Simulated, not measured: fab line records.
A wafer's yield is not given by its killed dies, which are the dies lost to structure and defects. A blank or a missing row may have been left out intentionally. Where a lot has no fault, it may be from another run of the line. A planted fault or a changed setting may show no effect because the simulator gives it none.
fab line records	flow nand_harc
[record] lots = 24	wafers = 72	last_day = 33
route steps=1302 shown A_CONTACT@1009
lots that met no fault: from a run of the same line without faults
start_h: hours from the record's opening day to when the first of the lot's shown wafers began	wait_h: hours from the lot's prior step to this one	" as in the row above	L1.1+2: one row covering several wafers at once	- either no value or no given start	* or withheld: withheld	< > ~ a bound
route shown NAME@n: names a module that has steps shown in the file, with the first one's number in the route	usual: average and standard deviation across the fault-free wafers	same: alike in all rows	chamber/n: place in a boat	sites: per-site readings	_std_site: how widely they spread, as a standard deviation	_edge_site: outer sites' mean less inner sites'	radius_mm: for every site, how far away it sits from the centre of the wafer	mask NAME#n: copy n	behind: the most recent tool/chamber to have shaped the wafer	hold: reason for holding the lot/hours on hold/outcome of the hold	device: whichever transistor did not switch (one of n, p or np)	end of line: the same wafers' tests at the end of the route	a step without rows: its recipe alone	killed: dies lost to structure and defects at the first sort, not the wafer's yield	map: a wafer's dies, marking killed ones x, the rest . and places with no die _
set.NAME: setting as actually run; set.NAME@STEP: the setting as run at that earlier step	model.NAME: the simulator's own value behind a step, which no gauge read
a sample of lots followed through the steps of the route, with each step as a table and each wafer as a row
services: when a tool's chamber went out of use (start_h, in hours from the record's first day, below 0 if earlier), for how many hours, and the reason
[[steps]]
[step NHARC_A_CONTACT_ETCH_115]
[recipe] source_w = withheld	pressure_mtorr = 20	bias_v = 3000	time_s = 190	target_depth_a = 18500	ar_flow_sccm = withheld	c4f8_flow_sccm = withheld	o2_flow_sccm = withheld	chemistry = C4F8/O2/Ar
lot.wafer	tool	chamber	start_h	wait_h	rf_hours_counter_h
L074.1	har_cap_etch-03	0	486.40	0.1	36
L074.3	"	1	"	"	-
L074.5	"	0	"	"	-
L075.4	har_cap_etch-02	0	510.23	0.1	-
L075.3	"	1	"	"	-
L075.5	"	1	"	"	-
L077.2	har_cap_etch-01	1	515.43	0.1	1
L077.4	"	0	"	"	-
L077.5	"	0	"	"	-
L076.2	har_cap_etch-02	0	516.12	0.1	91
L076.3	"	0	"	"	-
L076.6	"	1	"	"	-
L078.2	har_cap_etch-03	0	527.75	0.1	47
L078.4	"	1	"	"	-
L078.6	"	0	"	"	-
L079.2	har_cap_etch-03	1	557.07	0.1	51
L079.1	"	0	"	"	51
L079.4	"	1	"	"	-
L080.4	har_cap_etch-01	1	559.46	0.1	-
L080.5	"	0	"	"	-
L080.6	"	1	"	"	-
L081.1	har_cap_etch-02	1	566.87	0.2	97
L081.2	"	0	"	"	97
L081.5	"	0	"	"	-
L082.1	har_cap_etch-03	1	588.79	0.2	56
L082.4	"	1	"	"	-
L082.5	"	1	"	"	-
L083.2	har_cap_etch-01	0	594.51	0.1	13
L083.1	"	1	"	"	13
L083.3	"	0	"	"	-
L084.1	har_cap_etch-02	0	597.41	0.2	103
L084.3	"	1	"	"	-
L084.5	"	1	"	"	-
L086.1	har_cap_etch-01	0	613.97	0.1	17
L086.3	"	1	"	"	-
L086.6	"	0	"	"	-
L085.2	har_cap_etch-02	0	623.54	0.1	108
L085.1	"	1	"	"	108
L085.5	"	0	"	"	-
L087.3	har_cap_etch-03	0	630.65	0.1	-
L087.4	"	1	"	"	-
L087.6	"	1	"	"	-
L088.2	har_cap_etch-02	0	631.18	0.1	110
L088.1	"	1	"	"	110
L088.6	"	1	"	"	-
L090.3	har_cap_etch-02	1	641.46	0.2	-
L090.5	"	1	"	"	-
L090.6	"	0	"	"	-
L089.1	har_cap_etch-01	1	641.63	0.1	23
L089.4	"	1	"	"	-
L089.3	"	0	"	"	-
L093.2	har_cap_etch-02	0	662.68	0.2	118
L093.6	"	1	"	"	-
L093.5	"	0	"	"	-
L091.1	har_cap_etch-01	1	663.30	0.1	30
L091.4	"	0	"	"	-
L091.3	"	1	"	"	-
L092.2	har_cap_etch-03	1	676.38	0.1	73
L092.3	"	0	"	"	-
L092.6	"	1	"	"	-
L094.4	har_cap_etch-03	0	692.37	0.1	-
L094.3	"	1	"	"	-
L094.6	"	0	"	"	-
L095.2	har_cap_etch-03	1	708.37	0.1	79
L095.4	"	0	"	"	-
L095.6	"	0	"	"	-
L096.4	har_cap_etch-02	0	710.12	0.2	-
L096.3	"	1	"	"	-
L096.6	"	0	"	"	-
L097.2	har_cap_etch-03	0	716.65	0.1	81
L097.3	"	1	"	"	-
L097.5	"	0	"	"	-
[step NHARC_A_CONTACT_ETCH_117]
[recipe] source_w = withheld	pressure_mtorr = 20	bias_v = 3000	time_s = 190	target_depth_a = 18500	ar_flow_sccm = withheld	c4f8_flow_sccm = withheld	o2_flow_sccm = withheld	chemistry = C4F8/O2/Ar
lot.wafer	tool	chamber	start_h	wait_h	rf_hours_counter_h
L074.1	har_cap_etch-03	0	486.75	0.1	36
L074.3	"	1	"	"	-
L074.5	"	0	"	"	-
L075.4	har_cap_etch-02	0	510.57	0.1	-
L075.3	"	1	"	"	-
L075.5	"	1	"	"	-
L077.2	har_cap_etch-01	1	515.77	0.1	1
L077.4	"	0	"	"	-
L077.5	"	0	"	"	-
L076.2	har_cap_etch-02	0	516.46	0.1	91
L076.3	"	0	"	"	-
L076.6	"	1	"	"	-
L078.2	har_cap_etch-03	0	528.09	0.1	48
L078.4	"	1	"	"	-
L078.6	"	0	"	"	-
L079.2	har_cap_etch-03	1	557.41	0.1	51
L079.1	"	0	"	"	51
L079.4	"	1	"	"	-
L080.4	har_cap_etch-01	1	559.80	0.1	-
L080.5	"	0	"	"	-
L080.6	"	1	"	"	-
L081.1	har_cap_etch-02	1	567.33	0.2	98
L081.2	"	0	"	"	98
L081.5	"	0	"	"	-
L082.1	har_cap_etch-03	1	589.39	0.3	57
L082.4	"	1	"	"	-
L082.5	"	1	"	"	-
L083.2	har_cap_etch-01	0	594.86	0.1	13
L083.1	"	1	"	"	13
L083.3	"	0	"	"	-
L084.1	har_cap_etch-02	0	597.87	0.2	103
L084.3	"	1	"	"	-
L084.5	"	1	"	"	-
L086.1	har_cap_etch-01	0	614.32	0.1	18
L086.3	"	1	"	"	-
L086.6	"	0	"	"	-
L085.2	har_cap_etch-02	0	623.88	0.1	108
L085.1	"	1	"	"	108
L085.5	"	0	"	"	-
L087.3	har_cap_etch-03	0	630.99	0.1	-
L087.4	"	1	"	"	-
L087.6	"	1	"	"	-
L088.2	har_cap_etch-02	0	631.52	0.1	111
L088.1	"	1	"	"	111
L088.6	"	1	"	"	-
L090.3	har_cap_etch-02	1	641.92	0.2	-
L090.5	"	1	"	"	-
L090.6	"	0	"	"	-
L089.1	har_cap_etch-01	1	641.97	0.1	23
L089.4	"	1	"	"	-
L089.3	"	0	"	"	-
L093.2	har_cap_etch-02	0	663.14	0.2	118
L093.6	"	1	"	"	-
L093.5	"	0	"	"	-
L091.1	har_cap_etch-01	1	663.64	0.1	30
L091.4	"	0	"	"	-
L091.3	"	1	"	"	-
L092.2	har_cap_etch-03	1	676.72	0.1	73
L092.3	"	0	"	"	-
L092.6	"	1	"	"	-
L094.4	har_cap_etch-03	0	692.71	0.1	-
L094.3	"	1	"	"	-
L094.6	"	0	"	"	-
L095.2	har_cap_etch-03	1	708.71	0.1	79
L095.4	"	0	"	"	-
L095.6	"	0	"	"	-
L096.4	har_cap_etch-02	0	710.50	0.1	-
L096.3	"	1	"	"	-
L096.6	"	0	"	"	-
L097.2	har_cap_etch-03	0	716.99	0.1	81
L097.3	"	1	"	"	-
L097.5	"	0	"	"	-
[step NHARC_A_CONTACT_DEP_57]
[recipe] target_thk_a = 53000	temp_c = 400	material = aC
[usual] throttle_valve_pct = 34.999/0.0089
lot.wafer	tool	chamber	start_h	wait_h	throttle_valve_pct
L074.1	acl_dep-03	0	496.35	-	35.007
L074.3	"	0	497.42	-	34.988
L074.5	"	0	498.49	-	35.001
L075.3	acl_dep-03	0	514.84	-	34.997
L075.4	"	0	"	"	35.002
L075.5	"	0	"	"	35.004
L077.2	acl_dep-03	0	519.46	-	34.991
L077.4	"	0	520.54	-	34.995
L077.5	"	0	"	"	35.004
L076.2	acl_dep-01	0	520.20	-	34.986
L076.3	"	0	"	"	34.995
L076.6	"	0	522.35	-	34.997
L078.2	acl_dep-02	0	531.80	-	34.995
L078.4	"	0	532.88	-	34.990
L078.6	"	0	533.96	-	35.019
L079.1	acl_dep-02	0	565.08	-	35.005
L079.2	"	0	"	"	35.010
L079.4	"	0	566.68	-	35.004
L080.4	acl_dep-03	0	568.44	-	35.003
L080.5	"	0	"	"	34.995
L080.6	"	0	"	"	35.001
L081.1	acl_dep-02	0	572.02	-	35.006
L081.2	"	0	"	"	35.012
L081.5	"	0	574.14	-	35.011
L082.1	acl_dep-03	0	594.77	-	34.993
L082.4	"	0	596.38	-	35.012
L082.5	"	0	"	"	35.001
L083.1	acl_dep-03	0	599.81	-	34.983
L083.2	"	0	"	"	35.005
L083.3	"	0	"	"	34.992
L084.1	acl_dep-02	0	601.69	-	35.010
L084.3	"	0	602.76	-	35.012
L084.5	"	0	603.84	-	34.989
L086.1	acl_dep-01	0	620.19	-	35.002
L086.3	"	0	621.27	-	34.985
L086.6	"	0	622.89	-	35.006
L085.1	acl_dep-02	0	628.64	-	34.995
L085.2	"	0	"	"	34.999
L085.5	"	0	630.82	-	35.001
L088.1	acl_dep-03	0	637.56	-	34.989
L088.2	"	0	"	"	34.997
L088.6	"	0	640.24	-	35.004
L087.3	acl_dep-01	0	640.30	-	34.998
L087.4	"	0	"	"	34.988
L087.6	"	0	641.89	-	34.998
L089.1	acl_dep-03	0	645.31	-	35.008
L089.3	"	0	646.36	-	35.001
L089.4	"	0	"	"	35.012
L090.3	acl_dep-01	0	647.13	-	34.999
L090.5	"	0	648.21	-	34.995
L090.6	"	0	"	"	34.993
L093.2	acl_dep-02	0	672.49	-	34.995
L093.5	"	0	674.10	-	34.978
L093.6	"	0	"	"	35.011
L091.1	acl_dep-01	0	672.93	-	35.010
L091.3	"	0	674.00	-	35.011
L091.4	"	0	"	"	34.982
L092.2	acl_dep-03	0	680.49	-	35.011
L092.3	"	0	"	"	34.976
L092.6	"	0	682.64	-	35.004
L094.3	acl_dep-02	0	696.91	-	34.992
L094.4	"	0	"	"	35.007
L094.6	"	0	698.52	-	35.012
L095.2	acl_dep-02	0	712.64	-	35.004
L095.4	"	0	713.73	-	35.001
L095.6	"	0	714.83	-	34.985
L096.3	acl_dep-01	0	718.06	-	34.997
L096.4	"	0	"	"	34.986
L096.6	"	0	719.67	-	35.008
L097.2	acl_dep-01	0	720.74	-	34.996
L097.3	"	0	"	"	34.993
L097.5	"	0	722.34	-	34.983
[step NHARC_A_CONTACT_ETCH_76]
[recipe] target_depth_a = 2600	over_etch_frac = 0.3	time_s = 475.3	ion_energy_ev = 200	n2_flow_sccm = 150	h2_flow_sccm = 150	ar_flow_sccm = 0	rf_w = 400	bias_w = 150	chemistry = N2/H2
[usual] drypump_motor_current_A = 5.6/0.41	oes_product_au = 1.000/0.0072	rf_vpp_V = 429.8/2.7	showerhead_plenum_p_Torr = 2.02/0.097	throttle_valve_pct = 14.172/0.0085
lot.wafer	tool	chamber	start_h	wait_h	drypump_motor_current_A	oes_product_au	rf_hours_counter_h	rf_vpp_V	showerhead_plenum_p_Torr	throttle_valve_pct
L074.3	rie_diel-13	1	-	-	5.3	1.001	52	433.2	2.16	14.172
L074.1	"	0	"	"	6.4	0.998	47	428.9	1.97	14.174
L074.5	"	1	"	"	5.3	1.002	-	434.6	2.16	14.179
L075.3	rie_diel-13	2	-	-	5.2	0.993	61	429.0	1.98	14.164
L075.4	"	0	"	"	6.4	1.004	55	427.9	1.96	14.163
L075.5	"	2	"	"	5.3	0.997	-	428.9	1.98	14.159
L077.2	rie_diel-03	3	-	-	5.9	1.000	7	427.9	1.96	14.171
L077.4	"	2	"	"	6.3	1.014	8	430.7	2.05	14.178
L077.5	"	0	"	"	5.3	0.999	-	426.4	1.88	14.176
L076.2	rie_diel-05	0	-	-	5.4	1.004	39	430.8	2.00	14.184
L076.3	"	2	"	"	5.1	1.005	35	429.0	1.96	14.174
L076.6	"	1	"	"	5.4	0.994	-	425.9	1.94	14.178
L078.4	rie_diel-05	0	-	-	5.4	1.002	45	428.2	2.00	14.170
L078.2	"	2	"	"	5.1	0.997	41	428.0	1.96	14.176
L078.6	"	0	"	"	5.4	0.997	-	429.3	2.00	14.182
L079.1	rie_diel-03	3	-	-	5.9	0.997	14	428.5	1.96	14.170
L079.2	"	0	"	"	5.3	0.986	14	427.5	1.88	14.166
L079.4	"	2	"	"	6.3	1.004	15	429.5	2.05	14.171
L080.4	rie_diel-13	3	-	-	5.2	0.991	18	427.0	1.93	14.160
L080.5	"	3	"	"	5.2	0.982	-	428.9	1.94	14.171
L080.6	"	0	"	"	6.4	0.994	-	428.8	1.96	14.176
L081.2	rie_diel-03	2	-	-	6.3	1.011	16	429.3	2.05	14.161
L081.1	"	3	"	"	5.9	0.987	15	428.5	1.96	14.188
L081.5	"	1	"	"	5.4	0.998	-	432.4	2.13	14.164
L082.1	rie_diel-13	3	-	-	5.2	0.996	26	426.5	1.93	14.169
L082.4	"	0	"	"	6.4	0.996	25	428.3	1.95	14.170
L082.5	"	2	"	"	5.2	0.995	-	428.2	1.97	14.179
L083.2	rie_diel-03	0	-	-	5.3	0.994	21	427.3	1.88	14.176
L083.3	"	1	"	"	5.4	1.009	20	433.1	2.13	14.176
L083.1	"	2	"	"	6.2	0.991	21	429.1	2.05	14.186
L084.3	rie_diel-03	0	-	-	5.3	0.992	21	426.1	1.88	14.167
L084.1	"	3	"	"	5.9	1.006	21	426.7	1.95	14.167
L084.5	"	0	"	"	5.3	1.003	-	424.7	1.88	14.179
L086.1	rie_diel-03	3	-	-	5.9	1.001	24	427.4	1.95	14.162
L086.3	"	0	"	"	5.3	0.994	24	426.1	1.87	14.175
L086.6	"	0	"	"	5.3	0.992	-	426.1	1.88	14.173
L085.1	rie_diel-03	1	-	-	5.4	1.002	25	432.5	2.13	14.175
L085.2	"	3	"	"	5.9	0.999	27	428.2	1.95	14.163
L085.5	"	1	"	"	5.4	1.005	-	433.0	2.13	14.161
L088.2	rie_diel-13	0	-	-	6.4	1.003	41	429.1	1.95	14.167
L088.1	"	1	"	"	5.3	1.001	42	432.9	2.14	14.177
L088.6	"	2	"	"	5.2	0.999	-	428.3	1.97	14.176
L087.3	rie_diel-05	3	-	-	5.3	1.000	15	429.4	2.00	14.172
L087.4	"	0	"	"	5.4	1.004	15	429.1	1.99	14.200
L087.6	"	3	"	"	5.2	1.003	-	429.0	2.00	14.185
L089.4	rie_diel-03	0	-	-	5.3	1.014	0	434.4	2.22	14.179
L089.3	"	1	"	"	5.4	1.008	0	432.2	2.12	14.162
L089.1	"	2	"	"	6.3	1.019	1	432.3	2.04	14.169
L090.3	rie_diel-03	2	-	-	6.3	1.006	1	429.5	2.04	14.172
L090.5	"	3	"	"	5.9	1.007	-	427.3	1.95	14.196
L090.6	"	0	"	"	5.3	0.999	-	435.7	2.22	14.186
L093.2	rie_diel-05	2	-	-	5.0	1.001	21	428.5	1.95	14.174
L093.6	"	2	"	"	5.1	1.008	-	428.9	1.95	14.173
L093.5	"	3	"	"	5.2	1.001	-	430.4	1.99	14.171
L091.4	rie_diel-03	2	-	-	6.3	0.997	7	430.9	2.04	14.173
L091.1	"	3	"	"	5.9	1.010	6	427.4	1.95	14.177
L091.3	"	0	"	"	5.3	0.995	6	436.0	2.22	14.174
L092.3	rie_diel-13	1	-	-	5.3	1.000	56	434.4	2.14	14.175
L092.2	"	3	"	"	5.2	0.990	56	427.5	1.92	14.170
L092.6	"	2	"	"	5.2	1.001	-	429.4	1.96	14.192
L094.3	rie_diel-03	2	-	-	6.2	1.001	11	430.1	2.04	14.166
L094.6	"	2	"	"	6.3	1.002	-	431.4	2.04	14.165
L094.4	"	3	"	"	5.9	1.000	-	427.3	1.95	14.170
L095.4	rie_diel-03	2	-	-	6.2	1.004	15	429.5	2.04	14.161
L095.2	"	0	"	"	5.3	1.002	15	434.8	2.21	14.167
L095.6	"	1	"	"	5.4	0.992	-	432.6	2.12	14.180
L096.4	rie_diel-13	2	-	-	5.2	1.001	5	426.8	1.96	14.174
L096.3	"	3	"	"	5.2	0.994	4	427.1	1.92	14.160
L096.6	"	2	"	"	5.2	0.999	-	428.0	1.96	14.172
L097.2	rie_diel-03	1	-	-	5.4	0.996	13	432.6	2.12	14.172
L097.3	"	2	"	"	6.3	1.001	16	430.7	2.04	14.166
L097.5	"	2	"	"	6.3	1.004	-	429.8	2.04	14.163
[step NHARC_A_CONTACT_ETCH_127]
[recipe] source_w = withheld	pressure_mtorr = 20	bias_v = 3000	time_s = 197	target_depth_a = 19180	ar_flow_sccm = withheld	c4f8_flow_sccm = withheld	o2_flow_sccm = withheld	chemistry = C4F8/O2/Ar
lot.wafer	tool	chamber	start_h	wait_h	rf_hours_counter_h
L074.1	har_cap_etch-02	1	502.61	0.1	85
L074.3	"	1	"	"	-
L074.5	"	1	"	"	-
L075.3	har_cap_etch-03	0	520.06	0.1	-
L075.4	"	1	"	"	-
L075.5	"	1	"	"	-
L077.2	har_cap_etch-01	1	525.21	0.1	3
L077.4	"	1	"	"	-
L077.5	"	1	"	"	-
L076.2	har_cap_etch-02	1	526.38	0.1	93
L076.3	"	0	"	"	-
L076.6	"	0	"	"	-
L078.2	har_cap_etch-01	0	537.56	0.1	6
L078.4	"	0	"	"	-
L078.6	"	1	"	"	-
L079.1	har_cap_etch-03	0	571.31	0.2	53
L079.2	"	1	"	"	53
L079.4	"	0	"	"	-
L080.4	har_cap_etch-01	1	573.14	0.1	-
L080.6	"	1	"	"	-
L080.5	"	0	"	"	-
L081.2	har_cap_etch-02	1	578.10	0.1	100
L081.1	"	0	"	"	100
L081.5	"	1	"	"	-
L082.1	har_cap_etch-03	0	601.20	0.2	58
L082.4	"	0	"	"	-
L082.5	"	1	"	"	-
L083.1	har_cap_etch-01	1	606.28	0.1	15
L083.2	"	0	"	"	15
L083.3	"	1	"	"	-
L084.1	har_cap_etch-02	0	607.93	0.1	105
L084.3	"	0	"	"	-
L084.5	"	1	"	"	-
L086.1	har_cap_etch-01	1	626.36	0.1	19
L086.3	"	0	"	"	-
L086.6	"	0	"	"	-
L085.1	har_cap_etch-03	1	635.17	0.1	65
L085.2	"	0	"	"	65
L085.5	"	0	"	"	-
L088.1	har_cap_etch-01	1	644.08	0.1	25
L088.2	"	0	"	"	25
L088.6	"	0	"	"	-
L087.4	har_cap_etch-02	0	645.98	0.3	-
L087.3	"	1	"	"	-
L087.6	"	0	"	"	-
L089.1	har_cap_etch-03	0	651.62	0.1	68
L089.3	"	1	"	"	-
L089.4	"	0	"	"	-
L090.3	har_cap_etch-01	1	652.85	0.1	-
L090.6	"	1	"	"	-
L090.5	"	0	"	"	-
L093.2	har_cap_etch-02	1	678.08	0.1	120
L093.6	"	1	"	"	-
L093.5	"	0	"	"	-
L091.1	har_cap_etch-01	1	679.40	0.2	32
L091.4	"	0	"	"	-
L091.3	"	1	"	"	-
L092.2	har_cap_etch-02	0	686.29	0.2	122
L092.3	"	1	"	"	-
L092.6	"	0	"	"	-
L094.4	har_cap_etch-01	0	702.65	0.2	-
L094.3	"	1	"	"	-
L094.6	"	1	"	"	-
L095.2	har_cap_etch-02	0	718.42	0.1	127
L095.4	"	1	"	"	-
L095.6	"	0	"	"	-
L096.4	har_cap_etch-01	1	723.28	0.1	-
L096.3	"	0	"	"	-
L096.6	"	1	"	"	-
L097.2	har_cap_etch-03	1	726.68	0.1	83
L097.3	"	0	"	"	-
L097.5	"	1	"	"	-
[step NHARC_A_CONTACT_CD_MEAS_80]
[usual] cd_nm = 289.8/0.69
lot.wafer	tool	chamber	start_h	wait_h	cd_nm
L074.1	cd_sem-03	-	504.64	-	289.1
L074.3	"	-	"	"	289.7
L074.5	"	-	"	"	289.1
L075.3	cd_sem-01	-	522.07	-	289.8
L075.4	"	-	"	"	290.1
L075.5	"	-	"	"	289.3
L077.2	cd_sem-02	-	527.27	-	289.7
L077.4	"	-	"	"	290.3
L077.5	"	-	"	"	290.7
L076.2	cd_sem-01	-	528.42	-	289.9
L076.3	"	-	"	"	290.3
L076.6	"	-	"	"	290.3
L078.2	cd_sem-01	-	539.63	-	288.7
L078.4	"	-	"	"	288.0
L078.6	"	-	"	"	288.2
L079.1	cd_sem-03	-	573.90	-	289.9
L079.2	"	-	"	"	289.7
L079.4	"	-	"	"	289.9
L080.4	cd_sem-03	-	575.19	-	290.7
L080.5	"	-	"	"	290.5
L080.6	"	-	"	"	290.6
L081.1	cd_sem-01	-	580.17	-	290.5
L081.2	"	-	"	"	290.7
L081.5	"	-	"	"	291.2
L082.1	cd_sem-03	-	603.74	-	289.8
L082.4	"	-	"	"	289.8
L082.5	"	-	"	"	289.6
L083.1	cd_sem-01	-	608.34	-	289.4
L083.2	"	-	"	"	290.0
L083.3	"	-	"	"	289.7
L084.1	cd_sem-01	-	610.00	-	289.2
L084.3	"	-	"	"	289.0
L084.5	"	-	"	"	289.4
L086.1	cd_sem-03	-	628.39	-	290.2
L086.3	"	-	"	"	289.6
L086.6	"	-	"	"	289.9
L085.1	cd_sem-02	-	637.25	-	289.4
L085.2	"	-	"	"	289.2
L085.5	"	-	"	"	288.9
L088.1	cd_sem-02	-	646.15	-	288.9
L088.2	"	-	"	"	288.4
L088.6	"	-	"	"	289.2
L087.3	cd_sem-03	-	648.52	-	289.7
L087.4	"	-	"	"	290.0
L087.6	"	-	"	"	289.7
L089.1	cd_sem-03	-	653.65	-	290.4
L089.3	"	-	"	"	290.1
L089.4	"	-	"	"	290.7
L090.3	cd_sem-03	-	654.86	-	289.9
L090.5	"	-	"	"	290.1
L090.6	"	-	"	"	289.8
L093.2	cd_sem-03	-	680.14	-	290.0
L093.5	"	-	"	"	289.8
L093.6	"	-	"	"	289.9
L091.1	cd_sem-02	-	681.92	-	290.5
L091.3	"	-	"	"	290.4
L091.4	"	-	"	"	290.5
L092.2	cd_sem-01	-	688.36	-	290.3
L092.3	"	-	"	"	289.8
L092.6	"	-	"	"	289.6
L094.3	cd_sem-01	-	705.16	-	289.0
L094.4	"	-	"	"	288.3
L094.6	"	-	"	"	288.5
L095.2	cd_sem-03	-	720.47	-	290.8
L095.4	"	-	"	"	290.6
L095.6	"	-	"	"	290.6
L096.3	cd_sem-01	-	725.90	-	290.6
L096.4	"	-	"	"	290.4
L096.6	"	-	"	"	290.7
L097.2	cd_sem-01	-	728.83	-	288.8
L097.3	"	-	"	"	288.7
L097.5	"	-	"	"	289.3
[[services]]
tool	chamber	start_h	hours	kind
rie_diel-03	0	467.42	-	clean
rie_diel-03	1	467.42	-	clean
acl_dep-03	-	481.48	13.0	pm
acl_dep-01	-	492.44	4.5	repair
har_cap_etch-01	-	497.00	17.0	pm
har_cap_etch-01	0	497.00	17.0	vent_cycle
har_cap_etch-01	1	497.00	17.0	vent_cycle
har_cap_etch-01	0	514.00	-	clean
har_cap_etch-01	1	514.00	-	clean
rie_diel-13	-	520.02	9.0	pm
acl_dep-01	-	555.91	13.0	pm
rie_diel-03	2	570.50	5.3	repair
rie_diel-03	1	580.94	8.3	repair
rie_diel-05	-	583.60	9.0	pm
acl_dep-02	-	606.91	13.0	pm
har_cap_etch-01	-	637.73	1.1	repair
acl_dep-02	-	642.03	0.8	repair
rie_diel-13	0	652.35	1.4	repair
acl_dep-03	-	662.48	13.0	pm
rie_diel-13	1	674.59	5.0	repair
rie_diel-05	2	678.13	1.2	repair
rie_diel-03	1	695.26	15.9	repair
rie_diel-13	-	697.02	9.0	pm
rie_diel-03	3	722.19	18.0	repair
[[key]]
fault none
